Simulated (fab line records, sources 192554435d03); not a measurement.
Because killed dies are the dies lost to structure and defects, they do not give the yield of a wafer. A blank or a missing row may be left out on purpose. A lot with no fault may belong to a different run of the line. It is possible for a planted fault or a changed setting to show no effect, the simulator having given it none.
fab line records	flow n5-finfet
record lots=9	wafers=25	last-day=18
route steps=1938 shown MOL_CONTACT_COAG@618 BEOL_M0_SAQP@635 BEOL_M4@1111 PASSIVATION@1936
lots with no fault: from the same line, run without faults
start-h: hours from the record's first day to the start of the lot's first wafer shown	wait-h: time in hours since the lot's previous step	" the same as in the row above	L1.1+2: a single row standing in for several wafers	- either no value or no given start	* or withheld: withheld	< > ~ a bound
route shown NAME@n: names a module that has steps shown in the file, with the first one's number in the route	usual: the fault-free wafers' mean and standard deviation	same: alike in all rows	chamber/n: place in a boat	sites: the reading at each site	_std_site: how widely they spread, as a standard deviation	_edge_site: inner sites' mean taken away from outer sites' mean	radius-mm: for every site, how far away it sits from the centre of the wafer	mask NAME#n: copy n	behind: the tool/chamber that last shaped the wafer	hold: why the lot was held/for how many hours/how that ended	device: names the non-switching transistor (n, p or np)	end of line: the tests these same wafers got at the end of their route	where a step has no rows: the recipe by itself	killed: the dies lost at the first sort to structure and to defects; this is not the yield of the wafer	map: per-die view of a wafer (x killed, . not killed, _ where there is no die)
set.NAME: setting as actually run; set.NAME@STEP: the setting as run at that earlier step	model.NAME: the simulator's own value behind a step, which no gauge read
one table for each step of the route and one row for each wafer, over a sample of lots
services: a tool's chamber out of use, with start hour (start-h, from the record's first day; less than 0 if before it), hours out, and reason
## steps
# step N5_MOL_CONTACT_COAG_STRIP_72
# recipe chemistry=N2/H2	power-w=450	temp-c=40	pressure-mtorr=20	rf-frequency-hz=6e+07	overash-fraction=3	bias-power-w=7	h2-frac=0.5	n2-flow-sccm=200	h2-flow-sccm=200
# usual drypump-motor-current-A=5.7/0.58	oes-product-au=0.80/0.085	rf-vpp-V=59.4/1.9	showerhead-plenum-p-Torr=2.56/0.079	throttle-valve-pct=23.6/0.37
lot.wafer	tool	chamber	start-h	wait-h	drypump-motor-current-A	oes-product-au	rf-hours-counter-h	rf-vpp-V	showerhead-plenum-p-Torr	throttle-valve-pct
L323.1	rie-diel-02	0	100.30	0.0	5.5	0.81	99	59.3	2.58	23.5
L323.4	"	3	"	"	6.5	0.73	176	59.4	2.53	23.5
L323.5	"	3	"	"	6.5	0.74	-	58.4	2.54	23.5
L326.2	rie-diel-02	0	121.35	0.0	5.5	0.81	108	59.5	2.58	23.5
L326.3	"	3	"	"	6.5	0.71	185	57.6	2.53	23.5
L326.5	"	0	"	"	5.5	0.80	-	57.7	2.58	23.6
L333.2	rie-diel-06	2	161.81	0.0	6.4	0.96	18	60.2	2.70	23.2
L333.3	"	0	"	"	4.9	0.87	43	58.2	2.50	24.0
L333.4	"	1	"	"	5.6	0.68	232	59.9	2.58	23.6
L334.4	rie-diel-06	0	168.94	0.0	4.9	0.89	45	60.8	2.50	24.0
L334.5	"	1	"	"	5.6	0.69	-	57.8	2.58	23.6
L334.6	"	0	"	"	4.9	0.88	-	58.6	2.50	24.0
L341.1	rie-diel-02	1	208.14	0.0	5.3	0.74	182	61.9	2.52	23.4
L341.4	"	0	"	"	5.5	0.77	140	60.1	2.56	23.6
L342.2	rie-diel-02	2	215.25	0.0	4.7	0.77	134	57.7	2.63	22.8
L342.6	"	3	"	"	6.5	0.69	-	59.8	2.51	23.6
L344.1	rie-diel-05	2	227.88	0.0	6.4	0.86	45	61.7	2.69	23.7
L344.3	"	0	"	"	5.5	0.77	125	56.8	2.46	23.8
L344.5	"	2	"	"	6.4	0.86	-	59.9	2.69	23.7
L345.1	rie-diel-05	3	237.14	0.0	5.7	0.89	31	59.9	2.49	24.1
L345.2	"	2	"	"	6.5	0.87	49	61.5	2.69	23.7
L345.5	"	2	"	"	6.4	0.87	-	57.7	2.69	23.7
L346.1	rie-diel-05	3	239.81	0.0	5.7	0.88	32	63.9	2.49	24.2
L346.2	"	1	"	"	5.5	0.99	1	57.1	2.49	23.4
L346.4	"	2	"	"	6.5	0.85	50	56.3	2.69	23.7
# step N5_MOL_CONTACT_COAG_CMP_52
# recipe stop-on=SiO2	t-overpolish-s=1.5	post-cmp-clean=w-dilute-nh4oh	down-force-psi=4	platen-rpm=50.289	pad-velocity-m-s=1.0006	target-thk-nm=66.5
# usual motor-current-A=11.9/1.2	overpolish-run-s=1.499/0.0079	retaining-ring-pressure-frac=0.999/0.0046	time-to-endpoint-s=14.1/2.7
# same t-overpolish-s=1.5
lot.wafer	tool	chamber	start-h	wait-h	motor-current-A	overpolish-run-s	retaining-ring-pressure-frac	time-to-endpoint-s
L323.4	cmp-02	0	100.98	0.0	13.4	1.500	0.996	12.7
L323.1	"	1	"	"	12.4	1.496	0.999	13.2
L323.5	"	1	"	"	12.9	1.492	1.007	9.2
L326.3	cmp-03	0	122.07	0.1	12.2	1.506	0.996	14.7
L326.2	"	1	"	"	12.2	1.482	1.008	13.0
L326.5	"	3	"	"	11.9	1.503	1.001	16.9
L333.2	cmp-03	1	162.50	0.0	10.8	1.498	1.002	13.5
L333.4	"	2	"	"	10.2	1.496	1.002	15.3
L333.3	"	3	"	"	11.2	1.507	0.999	14.7
L334.4	cmp-04	0	169.70	0.1	10.1	1.505	1.004	18.3
L334.5	"	2	"	"	11.5	1.501	1.002	9.9
L334.6	"	3	"	"	11.4	1.506	1.002	11.3
L341.1	cmp-02	1	208.82	0.0	12.5	1.488	1.006	13.0
L341.4	"	3	"	"	10.2	1.490	0.998	13.9
L342.2	cmp-03	0	215.94	0.0	13.4	1.492	0.996	15.9
L342.6	"	1	"	"	11.3	1.488	0.989	12.0
L344.1	cmp-03	3	228.73	0.2	11.7	1.500	0.998	13.8
L344.3	"	1	"	"	11.9	1.498	1.002	11.2
L344.5	"	2	"	"	10.4	1.492	0.999	17.9
L345.2	cmp-02	3	237.82	0.0	10.4	1.504	1.002	12.1
L345.1	"	0	"	"	12.9	1.483	0.994	15.6
L345.5	"	3	"	"	10.5	1.490	1.001	13.2
L346.2	cmp-02	1	240.50	0.0	12.5	1.494	1.003	13.9
L346.1	"	2	"	"	12.9	1.500	0.996	9.5
L346.4	"	0	"	"	13.4	1.486	1.002	15.2
# step N5_MOL_CONTACT_COAG_ANNEAL_112
# recipe temp-c=400	time-s=1800	ambient=HPD2	pressure-atm=10
# usual pressure-atm=10.001/0.017	spike-tc-bottom-C=421.6/0.95	spike-tc-upper-C=400.7/0.92	wafer_temp_C_max=401.5/0.31
lot.wafer	tool	chamber	start-h	wait-h	pressure-atm	spike-tc-bottom-C	spike-tc-upper-C	wafer_temp_C_max
L323.1	hp-anneal-01	0	101.30	0.0	10.006	424.0	399.3	401.6
L323.4	"	0	"	"	9.994	421.8	398.6	401.0
L323.5	"	0	"	"	10.037	421.3	400.1	401.4
L326.2	hp-anneal-01	0	122.35	0.0	10.030	420.2	402.2	401.3
L326.3	"	0	"	"	9.995	421.5	402.1	401.8
L326.5	"	0	"	"	10.018	423.3	400.2	401.8
L333.2	hp-anneal-01	-	164.91	2.1	-	-	-	-
L333.3	"	-	"	"	-	-	-	-
L333.4	"	-	"	"	-	-	-	-
L334.4	hp-anneal-01	-	169.95	0.0	-	-	-	-
L334.5	"	-	"	"	-	-	-	-
L334.6	"	-	"	"	-	-	-	-
L341.1	hp-anneal-01	0	209.15	0.0	10.004	419.6	399.8	401.6
L341.4	"	0	"	"	10.003	422.5	401.6	401.9
L342.2	hp-anneal-01	0	216.86	0.6	9.987	421.1	400.5	401.8
L342.6	"	0	"	"	9.981	421.8	401.0	401.1
L344.1	hp-anneal-01	0	229.02	0.0	10.022	421.6	401.1	401.8
L344.3	"	0	"	"	10.004	421.7	401.6	401.6
L344.5	"	0	"	"	10.015	421.3	400.4	402.3
L345.1	hp-anneal-01	0	238.14	0.0	9.977	422.4	401.1	401.4
L345.2	"	0	"	"	9.998	421.4	401.1	401.4
L345.5	"	0	"	"	9.996	421.4	400.2	402.0
L346.1	hp-anneal-01	0	241.14	0.4	10.007	422.0	400.5	401.7
L346.2	"	0	"	"	10.018	421.5	399.6	401.9
L346.4	"	0	"	"	9.984	421.8	401.0	402.0
# step N5_BEOL_M0_SAQP_PECVD_03
# recipe material=SiCN	target-thk-a=120	temp-c=withheld	precursor=3MS/NH3	pressure-torr=3	rf-w=202	time-s=21.1
# usual showerhead-plenum-p-Torr=3.662/0.012	throttle-valve-pct=8.9/0.68
lot.wafer	tool	chamber	start-h	wait-h	showerhead-plenum-p-Torr	throttle-valve-pct
L323.1	pecvd-02	2	105.67	0.1	3.654	9.1
L323.4	"	2	"	"	3.645	9.0
L323.5	"	0	"	"	3.659	8.7
L326.2	pecvd-04	1	126.56	0.1	3.678	10.2
L326.3	"	2	"	"	3.662	8.0
L326.5	"	1	"	"	3.666	10.3
L333.2	pecvd-02	1	169.15	0.1	3.666	9.3
L333.3	"	0	"	"	3.656	8.5
L333.4	"	1	"	"	3.663	9.3
L334.4	pecvd-04	0	174.08	0.1	3.661	9.9
L334.5	"	1	"	"	3.670	10.4
L334.6	"	2	"	"	3.657	8.3
L341.1	pecvd-02	0	213.07	0.1	3.661	8.5
L341.4	"	1	"	"	3.658	9.1
L342.2	pecvd-01	1	220.75	0.1	3.655	8.7
L342.6	"	2	"	"	3.687	7.9
L344.1	pecvd-01	1	233.68	0.1	3.645	8.6
L344.3	"	0	"	"	3.662	8.9
L344.5	"	0	"	"	3.656	9.0
L345.1	pecvd-04	2	243.34	0.1	3.668	8.2
L345.2	"	1	"	"	3.667	10.1
L345.5	"	0	"	"	3.663	9.5
L346.1	pecvd-04	0	247.26	0.1	3.659	9.6
L346.2	"	1	"	"	3.657	10.5
L346.4	"	1	"	"	3.666	10.4
# step N5_BEOL_M4_RC_MEAS_101
# usual DIBL_N=37.1/2.4	DIBL_P=37/3	IOFF_N=0.18/0.053	IOFF_N_LONG=5.47e-05/1.9e-06	IOFF_P=0.21/0.05	IOFF_P_LONG=0.000101/7.9e-06	ION_N=674/14	ION_P=459/9.2	SS_N=72.1/0.9	SS_P=73.4/0.89	VT_N=250/3.8	VT_N_LONG=275.4/1.7	VT_N_LVT=98/3.8	VT_P=-251/3.7	VT_P_LONG=-277.1/2.6	VT_P_LVT=-99/3.3
lot.wafer	tool	chamber	start-h	wait-h	DIBL_N[mV/V]	DIBL_P[mV/V]	IOFF_N[nA/um]	IOFF_N_LONG[nA/um]	IOFF_P[nA/um]	IOFF_P_LONG[nA/um]	ION_N[uA/um]	ION_P[uA/um]	SS_N[mV/dec]	SS_P[mV/dec]	VT_N[mV]	VT_N_LONG[mV]	VT_N_LVT[mV]	VT_P[mV]	VT_P_LONG[mV]	VT_P_LVT[mV]
L323.1	prober-02	0	179.75	0.0	39.7	42	0.23	5.24e-05	0.30	9.7e-05	684	470	72.4	74.6	245	276.1	96	-248	-278.1	-97
L323.4	"	0	"	"	38.3	39	0.19	5.32e-05	0.22	9.6e-05	667	455	71.9	73.9	249	277.6	98	-253	-277.6	-101
L323.5	"	0	"	"	39.1	41	0.21	5.15e-05	0.27	9.8e-05	673	467	72.2	74.2	245	277.2	95	-248	-277.7	-97
L326.2	prober-01	0	205.80	0.2	37.7	39	0.20	5.79e-05	0.25	0.000115	688	467	71.6	73.7	248	271.9	93	-248	-273.5	-94
L326.3	"	0	"	"	36.7	37	0.19	5.91e-05	0.23	0.000112	681	464	72.0	72.7	245	272.5	93	-248	-274.4	-95
L326.5	"	0	"	"	37.9	38	0.20	5.76e-05	0.23	0.000113	664	453	73.0	73.8	247	273.7	96	-248	-273.9	-95
L334.4	prober-01	0	234.68	0.5	35.6	36	0.13	7.67e-05	0.12	0.000141	623	389	75.9	80.1	268	293.5	115	-286	-310.2	-135
L334.5	"	0	"	"	38.3	37	0.17	7.97e-05	0.13	0.000143	620	393	76.7	80.6	264	290.6	114	-283	-310.7	-133
L334.6	"	0	"	"	37.2	38	0.17	7.77e-05	0.14	0.000131	641	391	75.0	81.5	261	290.9	110	-285	-311.0	-131
L333.2	prober-02	0	234.89	0.2	37.4	35	0.16	7.62e-05	0.11	0.000131	624	381	75.9	80.6	265	293.8	114	-288	-312.6	-138
L333.3	"	0	"	"	37.3	39	0.14	7.08e-05	0.13	0.000131	615	383	74.9	80.9	269	297.1	116	-288	-310.9	-134
L333.4	"	0	"	"	38.5	39	0.16	7.17e-05	0.13	0.00015	618	378	77.0	81.6	267	295.9	115	-286	-313.6	-135
L341.1	prober-01	0	280.56	0.0	40.9	42	0.28	5.84e-05	0.33	0.000119	695	474	72.6	74.0	242	276.8	91	-243	-272.6	-93
L341.4	"	0	"	"	36.4	37	0.15	5.77e-05	0.21	0.000125	671	462	72.2	72.9	250	276.9	99	-249	-272.2	-99
L342.2	prober-02	0	285.46	0.2	42.6	45	0.30	5.45e-05	0.31	0.0001	698	471	73.4	75.3	245	275.3	91	-246	-279.2	-96
L342.6	"	0	"	"	43.0	45	0.30	5.42e-05	0.32	9.8e-05	693	462	73.8	75.1	244	276.6	91	-247	-280.9	-95
L344.1	prober-02	0	309.30	0.0	32.5	33	0.12	5.49e-05	0.14	9.2e-05	665	453	71.2	72.1	252	275.7	98	-255	-277.8	-103
L344.3	"	0	"	"	36.1	37	0.17	5.58e-05	0.18	0.000101	690	459	71.7	72.8	249	274.0	94	-255	-279.0	-99
L344.5	"	0	"	"	37.3	39	0.21	5.5e-05	0.22	9.6e-05	697	464	72.5	74.6	244	271.5	91	-252	-280.5	-97
L345.1	prober-01	0	309.62	0.0	36.6	37	0.17	5.56e-05	0.18	9.2e-05	682	459	72.2	72.7	251	274.3	98	-256	-282.6	-103
L345.2	"	0	"	"	34.7	35	0.14	5.48e-05	0.16	9.4e-05	665	446	71.2	73.3	251	276.0	100	-255	-281.1	-104
L345.5	"	0	"	"	34.5	35	0.14	5.53e-05	0.16	9.4e-05	670	458	70.7	73.3	252	274.9	100	-258	-279.5	-104
L346.1	prober-01	0	312.45	0.0	34.9	35	0.13	5.24e-05	0.16	9.7e-05	662	456	71.0	73.0	254	277.1	101	-253	-275.5	-102
L346.2	"	0	"	"	37.6	38	0.16	5.06e-05	0.19	9.1e-05	662	448	71.7	73.5	254	278.5	100	-253	-277.6	-101
L346.4	"	0	"	"	37.8	39	0.19	5.15e-05	0.22	9.5e-05	681	460	71.8	73.7	249	274.8	96	-252	-280.1	-100
# step N5_PASSIVATION_PROBE_49
# usual defect-limited-yield=91.6/1.4	killed_at_M0_to_M3=32/9.5	killed_at_M4_up=13/6	killed-at-contacts=12/5.6	killed-at-front-end=39/11	killed-at-other=2.8/2.3	killed-dies=99/16	killed-open=65/12	killed-short=32/7.6	sort_bin_4_leakage=0.1/0.88	sort_bin_5_function=4.8/0.88	sort_bin_6_memory=3.2/0.65	sort_bin_8_speed=0.2/2	sort-n-pass=1077/29	sort-yield-pct=91.2/2.5
# same gross-dies=1180	killed-at-back-side=0
lot.wafer	tool	chamber	start-h	wait-h	defect-limited-yield[%]	killed_at_M0_to_M3	killed_at_M4_up	killed-at-contacts	killed-at-front-end	killed-at-other	killed-dies	killed-open	killed-short	sort_bin_4_leakage[%]	sort_bin_5_function[%]	sort_bin_6_memory[%]	sort_bin_8_speed[%]	sort-n-pass	sort-yield-pct[%]
L323.1	prober-02	-	299.46	0.0	90.2	44	13	20	37	2	116	79	36	0	5.8	3.7	0	1064	90.2
L323.4	prober-02	-	299.61	0.2	90.0	27	9	15	64	3	118	77	40	0	5.9	4.0	0	1062	90.0
L323.5	prober-02	-	299.66	0.2	91.0	51	10	11	33	1	106	54	50	0	5.7	3.1	0	1074	91.0
L326.2	prober-02	-	319.90	0.1	93.0	27	8	10	34	4	83	65	18	0	4.4	2.5	0	1097	93.0
L326.3	prober-02	-	319.95	0.1	90.9	33	12	15	38	9	107	73	34	0	4.9	4.1	0	1073	90.9
L326.5	prober-02	-	320.05	0.2	91.6	26	15	11	42	5	99	62	37	0	4.7	3.5	0	1081	91.6
L334.4	prober-02	-	337.42	0.2	91.9	32	12	8	41	3	96	66	30	0	4.2	3.6	91.9	0	0
L334.5	prober-02	-	337.47	0.2	90.4	46	20	9	35	3	113	67	41	0	5.3	3.6	90.4	0	0
L334.6	prober-02	-	337.52	0.3	90.3	37	9	6	59	4	115	67	40	0	4.5	4.2	90.3	0	0
L333.2	prober-02	-	343.54	0.1	91.0	28	14	12	49	3	106	69	37	0	4.8	3.7	91.0	0	0
L333.3	prober-02	-	343.59	0.1	91.3	24	9	14	51	5	103	76	27	0	4.9	3.3	91.3	0	0
L333.4	prober-02	-	343.64	0.2	91.2	44	11	6	38	5	104	72	32	0	5.2	3.3	91.2	0	0
L342.2	prober-02	-	391.37	0.1	92.7	21	10	13	37	5	86	54	24	0.6	4.5	2.0	0	1087	92.1
L342.6	prober-02	-	391.57	0.3	91.1	34	18	18	31	4	105	67	38	0.3	5.0	3.7	0	1071	90.8
L341.1	prober-02	-	395.51	0.0	90.8	42	19	14	33	1	109	66	31	0.2	5.1	3.1	0	1069	90.6
L341.4	prober-02	-	395.66	0.2	92.1	33	7	14	39	0	93	54	36	0	5.0	2.4	0	1087	92.1
L344.1	prober-02	-	411.86	0.0	92.5	38	17	11	23	0	89	68	20	0	4.7	2.7	0	1091	92.5
L344.3	prober-02	-	411.96	0.1	93.0	32	10	14	27	0	83	64	19	0	4.0	2.8	0	1097	93.0
L344.5	prober-02	-	412.06	0.2	91.1	34	16	11	43	1	105	71	33	0	5.3	3.5	0	1075	91.1
L345.1	prober-01	-	418.94	0.0	94.3	24	8	15	19	1	67	46	20	0	3.4	2.3	0	1113	94.3
L345.2	prober-01	-	418.99	0.1	92.7	25	14	12	33	2	86	57	26	0	3.4	3.0	0	1094	92.7
L345.5	prober-01	-	419.14	0.2	91.4	23	23	24	31	0	101	63	37	0	5.5	2.8	0	1079	91.4
L346.1	prober-02	-	422.93	0.0	91.6	21	25	4	40	9	99	65	33	0	4.8	3.1	0	1081	91.6
L346.2	prober-02	-	422.98	0.1	89.6	29	20	12	55	7	123	75	41	0	5.9	4.0	0	1057	89.6
L346.4	prober-02	-	423.08	0.2	91.6	33	9	7	49	1	99	56	37	0	4.6	2.8	0	1081	91.6
# killed by level:class
L323.1 MOL_CONTACT_COAG:geometric-particle:open=17 BEOL_M0_SAQP:geometric-particle:short=12 BEOL_M2:geometric-particle:open=11 FIN_SAQP:geometric-particle:open=10 DUMMY_GATE:geometric-particle:open=10 BEOL_M0_SAQP:geometric-particle:open=6 BEOL_M5:geometric-particle:open=5 BEOL_M3:geometric-particle:open=5
L323.4 STI_FIN_REVEAL:geometric-particle:open=20 MOL_CONTACT_COAG:geometric-particle:open=14 FIN_SAQP:geometric-particle:open=11 GATE_CUT:geometric-particle:short=7 BEOL_M1:geometric-particle:short=6 DUMMY_GATE:geometric-particle:open=5 ILD0:geometric-particle:short=5 BEOL_M0_SAQP:geometric-particle:open=5
L323.5 BEOL_M0_SAQP:geometric-particle:short=22 BEOL_M0_SAQP:geometric-particle:open=16 FIN_SAQP:geometric-particle:short=10 MOL_CONTACT_COAG:geometric-particle:open=8 BEOL_M1:geometric-particle:short=8 STARTING-WAFER:geometric-particle:open=5 FIN_SAQP:geometric-particle:open=4 STI_FIN_REVEAL:geometric-particle:open=3
L326.2 FIN_SAQP:geometric-particle:open=10 STI_FIN_REVEAL:geometric-particle:open=9 MOL_CONTACT_COAG:geometric-particle:open=8 BEOL_M2:geometric-particle:open=7 BEOL_M0_SAQP:geometric-particle:open=6 GATE_CUT:geometric-particle:short=4 BEOL_M0_SAQP:geometric-particle:short=4 BEOL_M4:geometric-particle:open=4
L326.3 FIN_SAQP:geometric-particle:open=14 MOL_CONTACT_COAG:geometric-particle:open=13 BEOL_M1:geometric-particle:open=12 FIN_SAQP:geometric-particle:short=6 MIM_TOP_ETCH:geometric-particle:short=5 STI_FIN_REVEAL:geometric-particle:open=5 BEOL_M0_SAQP:geometric-particle:open=5 DUMMY_GATE:geometric-particle:open=4
L326.5 FIN_SAQP:geometric-particle:short=11 MOL_CONTACT_COAG:geometric-particle:open=10 FIN_SAQP:geometric-particle:open=8 STI_FIN_REVEAL:geometric-particle:open=8 BEOL_M0_SAQP:geometric-particle:open=8 BEOL_M0_SAQP:geometric-particle:short=7 BEOL_M3:geometric-particle:open=4 BEOL_M4:geometric-particle:open=4
L334.4 STI_FIN_REVEAL:geometric-particle:open=10 BEOL_M4:geometric-particle:open=10 BEOL_M0_SAQP:geometric-particle:open=8 FIN_SAQP:geometric-particle:short=7 MOL_CONTACT_COAG:geometric-particle:open=7 FIN_SAQP:geometric-particle:open=6 GATE_CUT:geometric-particle:short=6 BEOL_M0_SAQP:geometric-particle:short=6
L334.5 BEOL_M0_SAQP:geometric-particle:short=18 BEOL_M0_SAQP:geometric-particle:open=13 FIN_SAQP:geometric-particle:short=10 BEOL_M4:geometric-particle:open=9 FIN_SAQP:geometric-particle:open=7 MOL_CONTACT_COAG:geometric-particle:open=7 BEOL_M2:geometric-particle:open=5 BEOL_M0:geometric-particle:open=5
L334.6 STI_FIN_REVEAL:geometric-particle:open=10 GATE_CUT:geometric-particle:open=10 BEOL_M0_SAQP:geometric-particle:short=10 BEOL_M0_SAQP:geometric-particle:open=9 GATE_CUT:geometric-particle:short=8 BEOL_M2:geometric-particle:open=8 FIN_SAQP:geometric-particle:short=7 HKMG_FIN:area-etch=7
L333.2 FIN_SAQP:geometric-particle:open=16 FIN_SAQP:geometric-particle:short=10 MOL_CONTACT_COAG:geometric-particle:open=10 BEOL_M2:geometric-particle:open=8 BEOL_M3:geometric-particle:open=7 STI_FIN_REVEAL:geometric-particle:open=6 BEOL_M4:geometric-particle:open=5 BEOL_M0_SAQP:geometric-particle:short=4
L333.3 FIN_SAQP:geometric-particle:open=16 STI_FIN_REVEAL:geometric-particle:open=14 MOL_CONTACT_COAG:geometric-particle:open=11 BEOL_M1:geometric-particle:open=6 FIN_SAQP:geometric-particle:short=5 BEOL_M0_SAQP:geometric-particle:open=5 STARTING-WAFER:geometric-particle:open=5 STI_FIN_REVEAL:geometric-particle:short=4
L333.4 BEOL_M2:geometric-particle:open=14 BEOL_M1:geometric-particle:open=13 FIN_SAQP:geometric-particle:open=11 FIN_SAQP:geometric-particle:short=7 MOL_CONTACT_COAG:geometric-particle:open=5 STARTING-WAFER:geometric-particle:short=5 STI_FIN_REVEAL:geometric-particle:open=4 BEOL_M0_SAQP:geometric-particle:short=4
L342.2 MOL_CONTACT_COAG:geometric-particle:open=12 HKMG_FIN:area-etch=8 BEOL_M3:geometric-particle:open=6 FIN_SAQP:geometric-particle:open=5 STI_FIN_REVEAL:geometric-particle:open=4 DUMMY_GATE:geometric-particle:open=4 BEOL_M1:geometric-particle:open=4 BEOL_M1:geometric-particle:short=4
L342.6 STI_FIN_REVEAL:geometric-particle:open=15 MOL_CONTACT_COAG:geometric-particle:open=13 BEOL_M0_SAQP:geometric-particle:open=9 BEOL_M1:geometric-particle:open=7 BEOL_M0_SAQP:geometric-particle:short=6 BEOL_M4:geometric-particle:open=6 MOL_CONTACT_COAG:geometric-particle:short=5 BEOL_M1:geometric-particle:short=5
L341.1 MOL_CONTACT_COAG:geometric-particle:open=11 BEOL_M0_SAQP:geometric-particle:open=9 HKMG_FIN:area-etch=9 BEOL_M0_SAQP:geometric-particle:short=8 BEOL_M2:geometric-particle:open=8 BEOL_M1:geometric-particle:open=6 BEOL_M4:geometric-particle:open=6 DUMMY_GATE:geometric-particle:open=5
L341.4 BEOL_M0_SAQP:geometric-particle:open=13 MOL_CONTACT_COAG:geometric-particle:open=12 BEOL_M0_SAQP:geometric-particle:short=11 GATE_CUT:geometric-particle:short=10 DUMMY_GATE:geometric-particle:open=7 STARTING-WAFER:geometric-particle:short=5 BEOL_M1:geometric-particle:open=4 STARTING-WAFER:geometric-particle:open=4
L344.1 MOL_CONTACT_COAG:geometric-particle:open=11 BEOL_M4:geometric-particle:open=10 BEOL_M0_SAQP:geometric-particle:open=9 BEOL_M0:geometric-particle:open=8 BEOL_M0_SAQP:geometric-particle:short=7 BEOL_M2:geometric-particle:open=7 DUMMY_GATE:geometric-particle:open=5 STI_FIN_REVEAL:geometric-particle:open=4
L344.3 MOL_CONTACT_COAG:geometric-particle:open=13 FIN_SAQP:geometric-particle:open=9 BEOL_M0_SAQP:geometric-particle:open=9 BEOL_M4:geometric-particle:open=5 STI_FIN_REVEAL:geometric-particle:open=4 BEOL_M0:geometric-particle:open=4 BEOL_M1:geometric-particle:short=4 BEOL_M3:geometric-particle:open=4
L344.5 STI_FIN_REVEAL:geometric-particle:open=17 BEOL_M3:geometric-particle:open=12 BEOL_M4:geometric-particle:open=8 BEOL_M0_SAQP:geometric-particle:short=7 MOL_CONTACT_COAG:geometric-particle:open=6 FIN_SAQP:geometric-particle:short=5 STI_FIN_REVEAL:geometric-particle:short=5 MOL_CONTACT_COAG:geometric-particle:short=5
L345.1 MOL_CONTACT_COAG:geometric-particle:open=13 BEOL_M1:geometric-particle:open=7 BEOL_M3:geometric-particle:short=5 BEOL_M4:geometric-particle:open=4 FIN_SAQP:geometric-particle:open=3 STI_FIN_REVEAL:geometric-particle:open=3 GATE_CUT:geometric-particle:open=3 GATE_CUT:geometric-particle:short=3
L345.2 MOL_CONTACT_COAG:geometric-particle:open=9 DUMMY_GATE:geometric-particle:open=7 BEOL_M3:geometric-particle:open=7 BEOL_M4:geometric-particle:open=7 GATE_CUT:geometric-particle:short=5 BEOL_M0_SAQP:geometric-particle:open=5 BEOL_M2:geometric-particle:open=5 STARTING-WAFER:geometric-particle:short=4
L345.5 MOL_CONTACT_COAG:geometric-particle:open=18 FIN_SAQP:geometric-particle:short=10 BEOL_M4:geometric-particle:open=8 BEOL_M5:geometric-particle:open=7 MOL_CONTACT_COAG:geometric-particle:short=6 BEOL_M0_SAQP:geometric-particle:open=6 DUMMY_GATE:geometric-particle:open=5 BEOL_M0_SAQP:geometric-particle:short=5
L346.1 FIN_SAQP:geometric-particle:open=13 BEOL_M4:geometric-particle:open=12 BEOL_M1:geometric-particle:open=6 FIN_SAQP:geometric-particle:short=4 STI_FIN_REVEAL:geometric-particle:open=4 ILD0:geometric-particle:short=4 BEOL_M4:geometric-particle:short=4 MOL_CONTACT_COAG:geometric-particle:short=3
L346.2 FIN_SAQP:geometric-particle:open=11 BEOL_M4:geometric-particle:open=9 MOL_CONTACT_COAG:geometric-particle:open=9 STI_FIN_REVEAL:geometric-particle:open=8 BEOL_M0_SAQP:geometric-particle:open=7 BEOL_M0_SAQP:geometric-particle:short=6 STARTING-WAFER:geometric-particle:short=5 HKMG_FIN:area-etch=5
L346.4 FIN_SAQP:geometric-particle:short=10 BEOL_M0_SAQP:geometric-particle:short=10 FIN_SAQP:geometric-particle:open=6 BEOL_M2:geometric-particle:open=6 DUMMY_GATE:geometric-particle:open=6 HKMG_FIN:area-etch=6 BEOL_M1:geometric-particle:open=5 STI_FIN_REVEAL:geometric-particle:open=4
## services
tool	chamber	start-h	hours	kind
pecvd-01	-	90.03	14.6	pm
rie-diel-06	0	93.20	17.5	repair
cmp-04	-	94.94	7.2	pm
pecvd-04	2	98.38	2.1	scheduled-down
rie-diel-05	2	111.68	4.3	repair
cmp-03	-	115.97	0.8	repair
cmp-04	-	127.08	4.0	pm
cmp-03	-	133.50	0.8	repair
rie-diel-05	0	153.50	6.6	repair
cmp-02	-	155.76	3.9	repair
cmp-02	-	161.46	4.7	pm
pecvd-01	-	161.94	0.6	repair
pecvd-04	-	162.24	0.8	repair
cmp-04	-	180.72	2.6	repair
cmp-03	-	189.92	16.7	pm
pecvd-04	0	198.47	5.0	repair
rie-diel-05	-	198.73	14.6	pm
cmp-03	-	213.17	0.3	repair
cmp-04	-	216.24	0.4	repair
cmp-03	-	217.93	4.0	pm
pecvd-01	-	222.27	2.8	pm
rie-diel-05	0	231.06	1.6	repair
rie-diel-06	-	236.71	0.9	repair
pecvd-01	0	237.40	3.7	repair
## key
first-sign step=N5_MOL_CONTACT_COAG_ANNEAL_112	reading=tool-record	direction=missing
effect step=N5_BEOL_M4_RC_MEAS_101	reading=VT_P_LONG	direction=down	sigmas=13	usual=-277.1	struck=-311.5
effect step=N5_BEOL_M4_RC_MEAS_101	reading=IOFF_N_LONG	direction=up	sigmas=11	usual=5.47e-05	struck=7.55e-05
effect step=N5_BEOL_M4_RC_MEAS_101	reading=VT_N_LONG	direction=up	sigmas=11	usual=275.4	struck=293.6
effect step=N5_BEOL_M4_RC_MEAS_101	reading=VT_P_LVT	direction=down	sigmas=11	usual=-99	struck=-134
effect step=N5_BEOL_M4_RC_MEAS_101	reading=VT_P	direction=down	sigmas=9.3	usual=-251	struck=-286
effect step=N5_BEOL_M4_RC_MEAS_101	reading=SS_P	direction=up	sigmas=8.4	usual=73.4	struck=80.9
effect step=N5_BEOL_M4_RC_MEAS_101	reading=ION_P	direction=down	sigmas=7.9	usual=459	struck=386
effect step=N5_BEOL_M4_RC_MEAS_101	reading=IOFF_P_LONG	direction=up	sigmas=4.7	usual=0.000101	struck=0.000138
effect step=N5_BEOL_M4_RC_MEAS_101	reading=VT_N	direction=up	sigmas=4.3	usual=250	struck=266
effect step=N5_BEOL_M4_RC_MEAS_101	reading=SS_N	direction=up	sigmas=4.3	usual=72.1	struck=75.9
effect step=N5_BEOL_M4_RC_MEAS_101	reading=VT_N_LVT	direction=up	sigmas=4.2	usual=98	struck=114
effect step=N5_BEOL_M4_RC_MEAS_101	reading=ION_N	direction=down	sigmas=3.6	usual=674	struck=624
effect step=N5_PASSIVATION_PROBE_49	reading=sort_bin_8_speed	direction=up	sigmas=45	usual=0.2	struck=91.0
met-at N5_MOL_CONTACT_COAG_ANNEAL_112
struck-lots L333,L334
not-acting-at N5_MOL_CONTACT_COAG_STRIP_72,N5_MOL_CONTACT_COAG_CMP_52,N5_BEOL_M0_SAQP_PECVD_03
onset-between 122.35 164.91
fault kind=skipped-step-whole	tool=hp-anneal-01	chamber=-	onset-h=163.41	steps=N5_MOL_CONTACT_COAG_ANNEAL_112	scope=struck-lots-only
